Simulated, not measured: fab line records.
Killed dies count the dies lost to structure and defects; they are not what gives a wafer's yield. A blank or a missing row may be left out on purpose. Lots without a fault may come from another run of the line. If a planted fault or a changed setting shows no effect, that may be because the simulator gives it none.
Matching of chambers    flow nandHarc    rieDiel-07 running NHARC_P_M1_STRIP_18: 4 sister chambers
The step strips in N2/H2. 8 wafers are shown with their chamber, then 7 later ones without.

## WAFERS WITH THEIR CHAMBER
wafer   chamber  showerheadPlenumPTorr (Torr)  drypumpMotorCurrentA (A)
L088.5  2        2.02                          5.9
L092.5  0        1.95                          6.0
L092.6  3        2.06                          5.3
L093.1  0        1.95                          6.0
L093.4  3        2.06                          5.4
L093.5  1        2.04                          5.3
L095.2  2        2.02                          5.9
L095.4  1        2.03                          5.2

## WAFERS MISSING THEIR CHAMBER
wafer   showerheadPlenumPTorr (Torr)  drypumpMotorCurrentA (A)
L095.6  2.02                          5.9
L095.1  1.95                          5.9
L095.3  2.06                          5.4
L095.5  2.04                          5.2
L096.1  2.06                          5.3
L096.4  2.03                          5.3
L096.6  1.95                          6.0

## THE CHAMBER EACH PASSED THROUGH
wafer   from the rows above  in truth
L095.6  2                    2
L095.1  0                    0
L095.3  3                    3
L095.5  1                    1
L096.1  3                    3
L096.4  1                    1
L096.6  0                    0
7 of 7 placed correctly. Number that these rows cannot place: 0. Placed wrongly: 0.
How it was worked out, from the rows above alone: a wafer's distance from a chamber is the root of the sum, over the readings, of the square of ((its reading less the chamber's mean) divided by the reading's scatter). If the next closest chamber is less than 2 further off than the closest, the wafer can't be placed; otherwise it belongs to the closest. Each chamber's mean is taken over the wafers shown for it. How the scatter is found: for the shown wafers, subtract from each reading the mean of its chamber, square and add these, divide the total by (wafers less chambers), then take the root.
